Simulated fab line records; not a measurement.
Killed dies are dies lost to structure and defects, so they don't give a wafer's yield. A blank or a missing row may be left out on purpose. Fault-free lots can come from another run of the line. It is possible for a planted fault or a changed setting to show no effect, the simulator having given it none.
Lot-split experiment :: flow n5 finfet :: on a route of 1938 steps: 7 lots, 39 wafers read

== ON THE SPLIT ==
At N5_BEOL_M12_ILD_DEP_00 (deposits SiOC from DEMS/O2, target thk 658.92 nm, time 130.7 s), the setting target thk a was moved away from the recipe's 6589.2 angstrom on 15 of the 39 wafers read, by -32.3% to +58.4%. This setting was run at the recipe's value on the other wafers.

Between the split and the reading, the file records no step.

== THE READING ==
Values of M12_ILD_THK in nm from N5_BEOL_M12_THK_MEAS_01. A value of 659 nm with a standard deviation of 8.1 nm is what fault-free wafers of this fab line usually give.

wafer: L079.1
tool, chamber at the split: pecvd-01, 2
target thk a as run, angstrom: 6589.2
against the recipe: recipe
M12_ILD_THK, nm: 650
against lot-mates on the recipe: -

wafer: L079.2
tool, chamber at the split: pecvd-01, 0
target thk a as run, angstrom: 6589.2
against the recipe: recipe
M12_ILD_THK, nm: 665
against lot-mates on the recipe: -

wafer: L079.3
tool, chamber at the split: pecvd-01, 0
target thk a as run, angstrom: 6589.2
against the recipe: recipe
M12_ILD_THK, nm: 667
against lot-mates on the recipe: -

wafer: L079.4
tool, chamber at the split: pecvd-01, 2
target thk a as run, angstrom: 6589.2
against the recipe: recipe
M12_ILD_THK, nm: 663
against lot-mates on the recipe: -

wafer: L079.5
tool, chamber at the split: pecvd-01, 2
target thk a as run, angstrom: 6589.2
against the recipe: recipe
M12_ILD_THK, nm: 661
against lot-mates on the recipe: -

wafer: L079.6
tool, chamber at the split: pecvd-01, 0
target thk a as run, angstrom: 6589.2
against the recipe: recipe
M12_ILD_THK, nm: 673
against lot-mates on the recipe: -

wafer: L082.1
tool, chamber at the split: pecvd-01, 0
target thk a as run, angstrom: 6589.2
against the recipe: recipe
M12_ILD_THK, nm: 663
against lot-mates on the recipe: -

wafer: L082.2
tool, chamber at the split: pecvd-01, 2
target thk a as run, angstrom: 6589.2
against the recipe: recipe
M12_ILD_THK, nm: 663
against lot-mates on the recipe: -

wafer: L082.3
tool, chamber at the split: pecvd-01, 1
target thk a as run, angstrom: 6589.2
against the recipe: recipe
M12_ILD_THK, nm: 663
against lot-mates on the recipe: -

wafer: L082.4
tool, chamber at the split: pecvd-01, 1
target thk a as run, angstrom: 4458
against the recipe: -32.3%
M12_ILD_THK, nm: 452
against lot-mates on the recipe: -211

wafer: L082.5
tool, chamber at the split: pecvd-01, 2
target thk a as run, angstrom: 4458
against the recipe: -32.3%
M12_ILD_THK, nm: 453
against lot-mates on the recipe: -210

wafer: L082.6
tool, chamber at the split: pecvd-01, 0
target thk a as run, angstrom: 4458
against the recipe: -32.3%
M12_ILD_THK, nm: 454
against lot-mates on the recipe: -209

wafer: L085.1
tool, chamber at the split: pecvd-02, 2
target thk a as run, angstrom: 6589.2
against the recipe: recipe
M12_ILD_THK, nm: 646
against lot-mates on the recipe: -

wafer: L085.2
tool, chamber at the split: pecvd-02, 0
target thk a as run, angstrom: 6589.2
against the recipe: recipe
M12_ILD_THK, nm: 657
against lot-mates on the recipe: -

wafer: L085.3
tool, chamber at the split: pecvd-02, 1
target thk a as run, angstrom: 10440
against the recipe: +58.4%
M12_ILD_THK, nm: 1038
against lot-mates on the recipe: +381

wafer: L085.4
tool, chamber at the split: pecvd-02, 0
target thk a as run, angstrom: 10440
against the recipe: +58.4%
M12_ILD_THK, nm: 1050
against lot-mates on the recipe: +393

wafer: L085.5
tool, chamber at the split: pecvd-02, 1
target thk a as run, angstrom: 6589.2
against the recipe: recipe
M12_ILD_THK, nm: 668
against lot-mates on the recipe: -

wafer: L085.6
tool, chamber at the split: pecvd-02, 2
target thk a as run, angstrom: 10440
against the recipe: +58.4%
M12_ILD_THK, nm: 1048
against lot-mates on the recipe: +391

wafer: L091.1
tool, chamber at the split: pecvd-03, 2
target thk a as run, angstrom: 7976
against the recipe: +21.0%
M12_ILD_THK, nm: 800
against lot-mates on the recipe: +136

wafer: L091.2
tool, chamber at the split: pecvd-03, 1
target thk a as run, angstrom: 6589.2
against the recipe: recipe
M12_ILD_THK, nm: 660
against lot-mates on the recipe: -

wafer: L091.3
tool, chamber at the split: pecvd-03, 0
target thk a as run, angstrom: 6589.2
against the recipe: recipe
M12_ILD_THK, nm: 665
against lot-mates on the recipe: -

wafer: L091.4
tool, chamber at the split: pecvd-03, 1
target thk a as run, angstrom: 7976
against the recipe: +21.0%
M12_ILD_THK, nm: 807
against lot-mates on the recipe: +143

wafer: L091.5
tool, chamber at the split: pecvd-03, 0
target thk a as run, angstrom: 7976
against the recipe: +21.0%
M12_ILD_THK, nm: 804
against lot-mates on the recipe: +140

wafer: L091.6
tool, chamber at the split: pecvd-03, 2
target thk a as run, angstrom: 6589.2
against the recipe: recipe
M12_ILD_THK, nm: 667
against lot-mates on the recipe: -

wafer: L093.2
tool, chamber at the split: pecvd-03, 0
target thk a as run, angstrom: 6589.2
against the recipe: recipe
M12_ILD_THK, nm: 653
against lot-mates on the recipe: -

wafer: L093.4
tool, chamber at the split: pecvd-03, 0
target thk a as run, angstrom: 6589.2
against the recipe: recipe
M12_ILD_THK, nm: 662
against lot-mates on the recipe: -

wafer: L093.6
tool, chamber at the split: pecvd-03, 2
target thk a as run, angstrom: 6589.2
against the recipe: recipe
M12_ILD_THK, nm: 658
against lot-mates on the recipe: -

wafer: L094.1
tool, chamber at the split: pecvd-03, 0
target thk a as run, angstrom: 6589.2
against the recipe: recipe
M12_ILD_THK, nm: 648
against lot-mates on the recipe: -

wafer: L094.2
tool, chamber at the split: pecvd-03, 1
target thk a as run, angstrom: 6589.2
against the recipe: recipe
M12_ILD_THK, nm: 649
against lot-mates on the recipe: -

wafer: L094.3
tool, chamber at the split: pecvd-03, 2
target thk a as run, angstrom: 4534
against the recipe: -31.2%
M12_ILD_THK, nm: 451
against lot-mates on the recipe: -200

wafer: L094.4
tool, chamber at the split: pecvd-03, 1
target thk a as run, angstrom: 6589.2
against the recipe: recipe
M12_ILD_THK, nm: 657
against lot-mates on the recipe: -

wafer: L094.5
tool, chamber at the split: pecvd-03, 2
target thk a as run, angstrom: 4534
against the recipe: -31.2%
M12_ILD_THK, nm: 449
against lot-mates on the recipe: -202

wafer: L094.6
tool, chamber at the split: pecvd-03, 0
target thk a as run, angstrom: 4534
against the recipe: -31.2%
M12_ILD_THK, nm: 452
against lot-mates on the recipe: -199

wafer: L095.1
tool, chamber at the split: pecvd-02, 0
target thk a as run, angstrom: 10020
against the recipe: +52.1%
M12_ILD_THK, nm: 985
against lot-mates on the recipe: +320

wafer: L095.2
tool, chamber at the split: pecvd-02, 1
target thk a as run, angstrom: 6589.2
against the recipe: recipe
M12_ILD_THK, nm: 661
against lot-mates on the recipe: -

wafer: L095.3
tool, chamber at the split: pecvd-02, 2
target thk a as run, angstrom: 10020
against the recipe: +52.1%
M12_ILD_THK, nm: 993
against lot-mates on the recipe: +328

wafer: L095.4
tool, chamber at the split: pecvd-02, 0
target thk a as run, angstrom: 6589.2
against the recipe: recipe
M12_ILD_THK, nm: 669
against lot-mates on the recipe: -

wafer: L095.5
tool, chamber at the split: pecvd-02, 1
target thk a as run, angstrom: 6589.2
against the recipe: recipe
M12_ILD_THK, nm: 666
against lot-mates on the recipe: -

wafer: L095.6
tool, chamber at the split: pecvd-02, 2
target thk a as run, angstrom: 10020
against the recipe: +52.1%
M12_ILD_THK, nm: 1004
against lot-mates on the recipe: +339

FIT RESULTS
A straight line over all 39 wafers: M12_ILD_THK changes by +6.53 nm for each +1% of target thk a; r = +1.00; the points scatter about the line by 7.1 nm.
The same after taking each lot's own level away (the mean of its wafers on the recipe; 39 wafers): +6.49 nm for each +1%; r = +1.00; scatter 6.4 nm.
The reading moves by 3.8e+02 nm for the largest change in target thk a, on that fit.
The span of the lots' own levels, 651.3 to 665.3 nm, comes to 1.7 times the standard deviation stated above.
The two slopes are in agreement: the lot-to-lot level therefore moves the slope only a little.
Check: +380 nm against its lot-mates is what the line predicts for one of the wafers moved furthest among these (+58.4%) when that wafer is left out of the fit. Against them it came out at +381 nm.

== THE WHOLE CHAIN: every reading that the file lists as answering this split, in the file's order ==
step: N5_BEOL_M12_ILD_DEP_00
what it does: deposits SiOC from DEMS/O2, target thk 658.92 nm, time 130.7 s
reading: SiOC_of_BEOL_M12_ILD_DEP_00.thk nm (the simulator's own value, which no gauge read)
change (the file's fit): +6.5 nm for each +1% of the setting
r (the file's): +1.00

step: N5_BEOL_M12_THK_MEAS_01
what it does: 
reading: M12_ILD_THK
change (the file's fit): +6.49 for each +1% of the setting
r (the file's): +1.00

step: N5_BEOL_M12_VIA_ETCH_16
what it does: etches SiOC in C4F8/O2/Ar, target depth 724.8 nm
reading: etch.depth nm (the simulator's own value, which no gauge read)
change (the file's fit): +6.5 nm for each +1% of the setting
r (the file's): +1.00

step: N5_BEOL_M12_VIA_ETCH_16
what it does: etches SiOC in C4F8/O2/Ar, target depth 724.8 nm
reading: coat_of_BEOL_M12_COAT_04.thk nm (the simulator's own value, which no gauge read)
change (the file's fit): -1.95 nm for each +1% of the setting
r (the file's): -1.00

step: N5_BEOL_M12_STRIP_63
what it does: strips in N2/H2
reading: strip time to endpoint s
change (the file's fit): withheld for each +1% of the setting
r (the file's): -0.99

== FILE'S OWN FIT ==
M12_ILD_THK changes by +6.49 nm for each +1% of target thk a, r = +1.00.
